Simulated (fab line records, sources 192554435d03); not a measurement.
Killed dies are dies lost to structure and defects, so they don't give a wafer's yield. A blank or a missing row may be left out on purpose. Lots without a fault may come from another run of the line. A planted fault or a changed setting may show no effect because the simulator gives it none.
Chamber matching | flow n5_finfet | N5_SD_EPI_P_ETCH_47 on rie_diel-05: 4 sister chambers
The step etches SiOCN in CH3F/O2, target depth 25 nm. 4 wafers are shown with their chamber, then 8 later ones without.

WAFERS WITH THEIR CHAMBER
wafer  | chamber | drypump_motor_current_A (A)
L086.1 | 3       | 5.7
L086.2 | 0       | 6.0
L086.3 | 1       | 5.5
L089.2 | 2       | 5.2

WAFERS WITHOUT THEIR CHAMBER
wafer  | drypump_motor_current_A (A)
L089.3 | 5.5
L089.4 | 6.0
L091.3 | 6.0
L091.4 | 5.2
L091.6 | 5.5
L096.1 | 5.2
L096.2 | 5.8
L096.6 | 5.5

WHICH CHAMBER EACH WENT THROUGH
wafer  | from the rows above | in truth
L089.3 | 1                   | 1
L089.4 | 0                   | 0
L091.3 | 0                   | 0
L091.4 | 2                   | 2
L091.6 | 1                   | 1
L096.1 | 2                   | 2
L096.2 | 3                   | 3
L096.6 | 1                   | 1
Placed correctly: 8 of 8. Can't be placed from these rows: 0. Placed wrongly: 0.
How it was worked out, from the rows above alone: a wafer's distance from a chamber is the root of the sum, over the readings, of the square of ((its reading less the chamber's mean) divided by the reading's scatter). The wafer belongs to the nearest chamber; if the next one is less than 2 further off, it can't be placed. A chamber's mean is the mean of its shown wafers. The scatter: with one shown wafer a chamber, the root of the mean of the squares of how far each hidden wafer lies from its nearest shown one.
